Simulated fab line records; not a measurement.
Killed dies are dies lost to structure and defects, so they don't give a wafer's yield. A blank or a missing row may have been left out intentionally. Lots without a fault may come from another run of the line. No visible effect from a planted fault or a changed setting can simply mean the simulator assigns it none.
fab line records | flow n5Finfet
[record] lots = 11 wafers = 33 lastDay = 17
route steps=1938 shown BEOL_M5@1183 TV_OPEN@1887 PASSIVATION@1916
lots that met no fault: taken from a fault-free run of the same line
startH: hours from the record's first day to the start of the lot's first wafer shown | waitH: how many hours have passed since the lot's step before this one | " identical to the entry in the row above | L1.1+2: a row that stands for several wafers | - value missing, or start not given | * or withheld: withheld | < > ~ a bound
route shown NAME@n: a module of which the file shows steps, and the number in the route of the first | usual: the fault-free wafers' mean and standard deviation | same: alike in all rows | chamber/n: place in a boat | sites: readings site by site | _std_site: how widely they spread, as a standard deviation | _edge_site: outer sites' mean less inner sites' | radiusMm: for every site, how far away it sits from the centre of the wafer | mask NAME#n: copy n | behind: the most recent tool/chamber to have shaped the wafer | hold: cause of the lot's hold/its duration in hours/its outcome | device: names the non-switching transistor (n, p or np) | end of line: at the end of the route, the tests of the same wafers | where a step has no rows: the recipe by itself | killed: dies that structure and defects cost at the first sort, which is not the same as the wafer's yield | map: shows each die of a wafer: x if killed, . if not, _ if none is there
set.NAME: setting as actually run; set.NAME@STEP: the setting as run at that earlier step | model.NAME: the simulator's own value behind a step, which no gauge read
one table for each step of the route and one row for each wafer, over a sample of lots
services: the hour from which a tool's chamber was out of use, counted from the record's first day as startH (under 0 if before that day), plus the number of hours and why
[[steps]]
[step N5_BEOL_M5_SPUTTER_90]
[recipe] material = Cu targetThkA = 45 tempC = -20 chamberPressurePa = 0.07 powerW = withheld timeS = 8.29
[usual] throttleValvePct = 30.0/0.96
// columns lot.wafer tool chamber startH waitH throttleValvePct
L156.1 pvdSputter-03 - 179.10 0.5 31.9
L156.2 " - " " 30.9
L156.5 " - " " 29.9
L157.1 pvdSputter-02 - 182.04 0.5 29.0
L157.2 " - " " 30.5
L157.3 " - " " 27.7
L159.2 pvdSputter-01 - 188.04 0.5 30.6
L159.3 " - " " 29.5
L159.5 " - " " 29.6
L163.3 pvdSputter-02 - 216.66 0.5 28.8
L163.4 " - " " 30.6
L163.5 " - " " 27.7
L164.1 pvdSputter-01 - 222.35 0.5 30.4
L164.2 " - " " 29.5
L164.6 " - " " 30.5
L167.1 pvdSputter-01 - 245.76 0.5 29.5
L167.5 " - " " 30.1
L167.6 " - " " 29.4
L169.1 pvdSputter-01 - 259.59 0.5 29.7
L169.5 " - " " 30.2
L169.6 " - " " 30.6
L170.1 pvdSputter-01 - 282.92 0.5 31.0
L170.4 " - " " 29.4
L170.5 " - " " 30.6
L172.3 pvdSputter-03 - 291.14 0.5 29.8
L172.5 " - " " 29.8
L172.6 " - " " 30.8
L176.1 pvdSputter-02 - 312.47 0.5 28.9
L176.2 " - " " 28.1
L176.6 " - " " 27.6
L178.1 pvdSputter-03 - 328.12 0.5 29.8
L178.4 " - " " 30.8
L178.6 " - " " 31.8
[step N5_PASSIVATION_PASS_ETCH_74]
[recipe] chemistry = CF4/O2 target = SiNx targetDepthA = 2200 timeS = 110 ionEnergyEv = 100 pressureMtorr = 40 sourceW = 535 biasW = 49 Ar_flow_sccm = 100 cf4FlowSccm = 100 O2_flow_sccm = 10
[usual] drypumpMotorCurrentA = 5.53/0.26 oesProductAu = 0.81/0.081 rfVppV = 241/5.5 showerheadPlenumPTorr = 2.20/0.07 throttleValvePct = 15.90/0.22
// columns lot.wafer tool chamber startH waitH drypumpMotorCurrentA oesProductAu rfHoursCounterH rfVppV showerheadPlenumPTorr throttleValvePct
L156.1 rieDiel-02 1 260.47 0.0 5.64 0.82 84 245 2.13 15.98
L156.2 " 0 " " 5.09 0.97 2 246 2.24 15.61
L156.5 " 0 " " 5.09 0.96 - 244 2.24 15.61
L157.1 rieDiel-02 2 271.54 0.0 5.81 0.80 104 248 2.21 15.57
L157.2 " 3 " " 5.33 0.73 182 238 2.10 16.05
L157.3 " 0 " " 5.11 0.94 6 246 2.24 15.62
L159.2 rieDiel-06 3 278.04 0.1 5.89 0.82 96 243 2.32 15.66
L159.3 " 3 " " 5.87 0.82 - 243 2.32 15.67
L159.5 " 3 " " 5.89 0.83 - 243 2.32 15.69
L163.3 rieDiel-02 3 306.86 0.0 5.36 0.73 195 237 2.09 16.07
L163.4 " 0 " " 5.11 0.90 20 245 2.24 15.64
L163.5 " 3 " " 5.36 0.73 - 238 2.09 16.07
L164.1 rieDiel-02 0 322.48 0.0 5.10 0.90 24 246 2.24 15.67
L164.2 " 3 " " 5.35 0.74 199 237 2.09 16.09
L164.6 " 1 " " 5.63 0.80 - 244 2.12 15.99
L167.1 rieDiel-06 3 337.19 0.0 5.92 0.80 117 244 2.31 15.71
L167.5 " 3 " " 5.91 0.81 - 245 2.31 15.72
L167.6 " 0 " " 5.80 0.92 - 237 2.19 15.90
L169.1 rieDiel-06 0 340.82 0.0 5.76 0.91 19 236 2.18 15.92
L169.5 " 3 " " 5.90 0.80 - 244 2.31 15.70
L169.6 " 2 " " 5.41 0.70 - 232 2.26 15.95
L170.1 rieDiel-01 2 362.90 0.0 5.74 0.89 31 246 2.26 16.13
L170.4 " 0 " " 5.43 0.72 208 231 2.10 16.15
L170.5 " 1 " " 5.48 0.90 - 241 2.24 15.56
L172.3 rieDiel-02 0 368.36 0.0 5.09 0.87 38 246 2.23 15.66
L172.5 " 1 " " 5.66 0.78 - 242 2.12 16.01
L172.6 " 0 " " 5.09 0.87 - 246 2.23 15.67
L176.1 rieDiel-01 0 402.94 0.0 5.42 0.72 220 231 2.09 16.17
L176.2 " 2 " " 5.76 0.88 44 245 2.25 16.16
L176.6 " 0 " " 5.42 0.72 - 230 2.09 16.17
L178.1 rieDiel-01 2 406.41 0.0 5.79 0.88 45 246 2.25 16.15
L178.4 " 2 " " 5.79 0.88 - 244 2.25 16.17
L178.6 " 0 " " 5.41 0.72 - 231 2.09 16.16
[step N5_PASSIVATION_PECVD_35]
[recipe] material = SiNx targetThkA = 7000 tempC = 400 precursor = SiH4/NH3/N2 pressureTorr = 4.9 rfW = 1406 timeS = 151.3
[usual] chamberPressureTorr = 4.901/0.0095 heaterPowerOuterW = 138/89 heaterPowerW = 321/150 showerheadPlenumPTorr = 8.65/0.1 throttleValvePct = 28.6/0.88
// columns lot.wafer tool chamber startH waitH chamberPressureTorr heaterPowerOuterW heaterPowerW showerheadPlenumPTorr sinceWetCleanH throttleValvePct
L156.1 pecvd-01 1 263.25 0.1 4.893 287 532 8.65 2055 29.9
L156.2 " 0 " " 4.902 164 419 8.66 1330 29.3
L156.5 " 0 " " 4.905 182 448 8.65 - 29.4
L157.1 pecvd-02 1 274.47 0.1 4.906 150 329 8.71 1885 30.2
L157.2 " 2 " " 4.883 272 529 8.70 406 25.8
L157.3 " 0 " " 4.906 87 241 8.75 1160 28.8
L159.2 pecvd-04 0 281.13 0.1 4.911 54 142 8.75 985 27.9
L159.3 " 1 " " 4.912 263 552 8.69 1710 28.3
L159.5 " 0 " " 4.927 69 167 8.71 - 28.1
L163.3 pecvd-01 1 309.65 0.1 4.904 315 570 8.68 2101 30.3
L163.4 " 0 " " 4.887 163 420 8.65 - 29.4
L163.5 " 2 " " 4.911 90 245 8.71 - 28.6
L164.1 pecvd-04 0 326.61 0.1 4.893 73 172 8.73 1031 28.3
L164.2 " 1 " " 4.897 235 491 8.69 1756 28.5
L164.6 " 2 " " 4.894 79 206 8.44 - 28.0
L167.1 pecvd-02 0 339.79 0.1 4.895 109 275 8.79 1225 29.0
L167.5 " 0 " " 4.926 27 160 8.79 - 29.1
L167.6 " 1 " " 4.918 161 351 8.70 - 29.9
L169.1 pecvd-04 2 344.13 0.1 4.912 43 158 8.45 294 28.4
L169.5 " 2 " " 4.905 76 204 8.46 - 28.6
L169.6 " 1 " " 4.899 146 385 8.71 - 28.6
L170.1 pecvd-04 0 365.76 0.1 4.898 78 172 8.73 1070 28.2
L170.4 " 0 " " 4.915 0 73 8.76 - 27.9
L170.5 " 1 " " 4.902 216 472 8.71 - 28.2
L172.3 pecvd-01 2 371.19 0.1 4.917 91 240 8.71 651 28.7
L172.5 " 1 " " 4.902 328 621 8.65 - 29.9
L172.6 " 0 " " 4.899 170 426 8.66 - 29.3
L176.1 pecvd-02 0 406.05 0.1 4.890 109 274 8.76 1291 29.1
L176.2 " 1 " " 4.899 153 333 8.68 2016 30.3
L176.6 " 0 " " 4.910 28 157 8.74 - 29.2
L178.1 pecvd-01 0 410.17 0.1 4.898 163 405 8.66 1477 29.3
L178.4 " 2 " " 4.903 87 238 8.68 - 29.0
L178.6 " 0 " " 4.900 71 303 8.66 - 29.3
[step N5_PASSIVATION_OVL_MEAS_66]
[recipe] pointsPerWafer = 44
[usual] PASS_OPEN_OVL = 2/6.1
// columns lot.wafer tool chamber startH waitH PASS_OPEN_OVL[nm]
L156.1 overlay-01 0 263.71 0.0 7
L156.2 " 0 " " 10
L156.5 " 0 " " 7
L157.1 overlay-02 0 274.93 0.0 4
L157.2 " 0 " " 1
L157.3 " 0 " " 8
L159.2 overlay-02 0 281.72 0.0 -1
L159.3 " 0 " " 11
L159.5 " 0 " " 12
L163.3 overlay-02 0 310.24 0.0 -10
L163.4 " 0 " " -2
L163.5 " 0 " " -1
L164.1 overlay-02 0 327.20 0.0 3
L164.2 " 0 " " 2
L164.6 " 0 " " -5
L167.1 overlay-02 0 340.37 0.0 0
L167.5 " 0 " " -2
L167.6 " 0 " " 5
L169.1 overlay-01 0 344.72 0.0 -5
L169.5 " 0 " " 3
L169.6 " 0 " " 11
L170.1 overlay-01 0 366.23 0.0 -7
L170.4 " 0 " " -5
L170.5 " 0 " " 6
L172.3 overlay-02 0 371.65 0.0 3
L172.5 " 0 " " 7
L172.6 " 0 " " 7
L176.1 overlay-02 0 406.51 0.0 1
L176.2 " 0 " " 5
L176.6 " 0 " " 5
L178.1 overlay-01 0 410.82 0.0 0
L178.4 " 0 " " -1
L178.6 " 0 " " 5
[step N5_PASSIVATION_PROBE_49]
[usual] defectLimitedYield = 91.1/1.4 killed_at_M0_to_M3 = 34/11 killed_at_M4_up = 14/5.7 killedAtContacts = 14/6.9 killedAtFrontEnd = 40/11 killedAtOther = 4/3.1 killedDies = 105/17 killedOpen = 70/13 killedShort = 34/7.6 sort_bin_5_function = 5.3/0.95 sort_bin_6_memory = 3.3/0.64 sortNPass = 1075/17 sortYieldPct = 91.1/1.4
[same] grossDies = 1180 killedAtBackSide = 0 sort_bin_4_leakage[%] = 0 sort_bin_8_speed[%] = 0
// columns lot.wafer tool chamber startH waitH defectLimitedYield[%] killed_at_M0_to_M3 killed_at_M4_up killedAtContacts killedAtFrontEnd killedAtOther killedDies killedOpen killedShort sort_bin_5_function[%] sort_bin_6_memory[%] sortNPass sortYieldPct[%]
L159.2 prober-01 - 284.88 0.1 89.8 48 16 7 48 1 120 77 38 6.4 3.1 1060 89.8
L159.3 prober-01 - 284.93 0.1 90.3 57 20 3 31 4 115 73 39 5.7 3.6 1065 90.3
L159.5 prober-01 - 285.03 0.2 91.3 35 21 4 42 1 103 69 30 4.7 4.1 1077 91.3
L169.1 prober-01 - 348.40 0.2 83.8 29 125 8 29 0 191 52 25 11.3 3.2 989 83.8
L169.5 prober-01 - 348.60 0.4 80.3 49 130 16 35 2 232 69 37 13.1 4.7 948 80.3
L169.6 prober-01 - 348.65 0.5 83.2 23 150 10 15 0 198 50 19 11.2 3.4 982 83.2
L170.1 prober-01 - 369.38 0.0 79.2 32 135 29 42 8 246 77 43 13.8 4.5 934 79.2
L170.4 prober-01 - 369.53 0.2 80.5 40 119 11 51 9 230 73 49 12.9 4.1 950 80.5
L170.5 prober-01 - 369.58 0.2 80.5 34 139 6 46 5 230 65 38 12.2 5.2 950 80.5
// killed by level:class
L159.2 FIN_SAQP:geometricParticle:open=15 BEOL_M0_SAQP:geometricParticle:short=12 FIN_SAQP:geometricParticle:short=9 DUMMY_GATE:geometricParticle:open=9 BEOL_M1:geometricParticle:open=7 BEOL_M0_SAQP:geometricParticle:open=7 BEOL_M0:geometricParticle:open=7 BEOL_M3:geometricParticle:open=6
L159.3 BEOL_M0_SAQP:geometricParticle:short=15 BEOL_M0_SAQP:geometricParticle:open=12 BEOL_M3:geometricParticle:open=9 FIN_SAQP:geometricParticle:open=8 BEOL_M4:geometricParticle:open=8 DUMMY_GATE:geometricParticle:open=8 BEOL_M1:geometricParticle:open=8 BEOL_M4:geometricParticle:short=6
L159.5 FIN_SAQP:geometricParticle:open=13 BEOL_M0_SAQP:geometricParticle:open=11 BEOL_M4:geometricParticle:open=10 STI_FIN_REVEAL:geometricParticle:open=9 FIN_SAQP:geometricParticle:short=6 BEOL_M1:geometricParticle:open=6 DUMMY_GATE:geometricParticle:open=5 BEOL_M0_SAQP:geometricParticle:short=5
L169.1 BEOL_M5:unspecified=114 STI_FIN_REVEAL:geometricParticle:open=11 BEOL_M3:geometricParticle:open=8 BEOL_M0_SAQP:geometricParticle:short=7 MOL_CONTACT_COAG:geometricParticle:open=5 BEOL_M0_SAQP:geometricParticle:open=4 BEOL_M0:geometricParticle:open=4 BEOL_M4:geometricParticle:open=4
L169.5 BEOL_M5:unspecified=126 BEOL_M1:geometricParticle:open=15 BEOL_M0_SAQP:geometricParticle:short=12 STI_FIN_REVEAL:geometricParticle:open=11 MOL_CONTACT_COAG:geometricParticle:open=11 BEOL_M0_SAQP:geometricParticle:open=11 FIN_SAQP:geometricParticle:short=6 FIN_SAQP:geometricParticle:open=5
L169.6 BEOL_M5:unspecified=129 STI_FIN_REVEAL:geometricParticle:open=6 BEOL_M0_SAQP:geometricParticle:open=6 BEOL_M5:geometricParticle:open=6 MOL_CONTACT_COAG:geometricParticle:short=5 MOL_CONTACT_COAG:geometricParticle:open=5 BEOL_M0_SAQP:geometricParticle:short=5 BEOL_M4:geometricParticle:open=5
L170.1 BEOL_M5:unspecified=126 MOL_CONTACT_COAG:geometricParticle:short=15 FIN_SAQP:geometricParticle:open=14 MOL_CONTACT_COAG:geometricParticle:open=14 STI_FIN_REVEAL:geometricParticle:open=9 BEOL_M0_SAQP:geometricParticle:short=8 BEOL_M0_SAQP:geometricParticle:open=8 BEOL_M4:geometricParticle:open=5
L170.4 BEOL_M5:unspecified=108 FIN_SAQP:geometricParticle:open=17 BEOL_M0_SAQP:geometricParticle:short=12 FIN_SAQP:geometricParticle:short=9 BEOL_M0_SAQP:geometricParticle:open=9 MOL_CONTACT_COAG:geometricParticle:open=8 STARTING-WAFER:geometricParticle:short=6 STI_FIN_REVEAL:geometricParticle:open=5
L170.5 BEOL_M5:unspecified=126 FIN_SAQP:geometricParticle:short=10 FIN_SAQP:geometricParticle:open=9 STI_FIN_REVEAL:geometricParticle:open=8 DUMMY_GATE:geometricParticle:open=8 BEOL_M0_SAQP:geometricParticle:short=7 BEOL_M2:geometricParticle:open=6 MOL_CONTACT_COAG:geometricParticle:open=6
[[services]]
// columns tool chamber startH hours kind
rieDiel-01 2 164.28 2.8 repair
pecvd-04 - 217.39 1.0 repair
pecvd-01 1 221.11 2.1 scheduledDown
rieDiel-02 0 233.89 - clean
rieDiel-02 0 233.89 - consumableReplace:focusRing
rieDiel-02 0 233.89 14.9 scheduledDown
rieDiel-02 0 233.89 14.9 ventCycle
pvdSputter-03 - 235.09 39.9 repair
rieDiel-01 2 235.33 5.0 repair
rieDiel-02 1 243.32 8.0 repair
pecvd-01 - 245.54 0.4 repair
pecvd-02 2 257.54 8.1 repair
pecvd-02 - 258.78 6.9 repair
pecvd-02 - 276.17 1.1 repair
pecvd-04 1 293.87 2.1 scheduledDown
pecvd-02 - 308.00 1.4 repair
rieDiel-01 1 313.05 21.1 repair
pecvd-04 0 323.42 2.1 scheduledDown
pecvd-01 0 333.16 5.5 scheduledDown
rieDiel-06 3 342.18 7.7 repair
rieDiel-06 0 344.37 5.4 repair
pecvd-01 1 383.62 - clean
pecvd-01 1 383.62 - consumableReplace:showerhead
pecvd-02 2 409.01 4.6 repair
[[key]]
[firstSign] step = N5_PASSIVATION_PROBE_49 reading = killed_at_M4_up direction = up sigmas = 21 usual = 14 struck = 133
[effect] step = N5_PASSIVATION_PROBE_49 reading = killedDies direction = up sigmas = 7 usual = 105 struck = 221
[moreKillsBornAt] N5_BEOL_M5_SPUTTER_90@pvdSputter-01 = 729
metAt N5_BEOL_M5_SPUTTER_90
struckLots L169,L170
notActingAt N5_PASSIVATION_PASS_ETCH_74,N5_PASSIVATION_PECVD_35,N5_PASSIVATION_OVL_MEAS_66
onsetBetween 245.76 259.59
[fault] kind = chamberParticleSource tool = pvdSputter-01 chamber = - onsetH = 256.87 steps = N5_BEOL_M5_SPUTTER_90 ratePerVisitCm2 = 0.90595 endH = 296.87
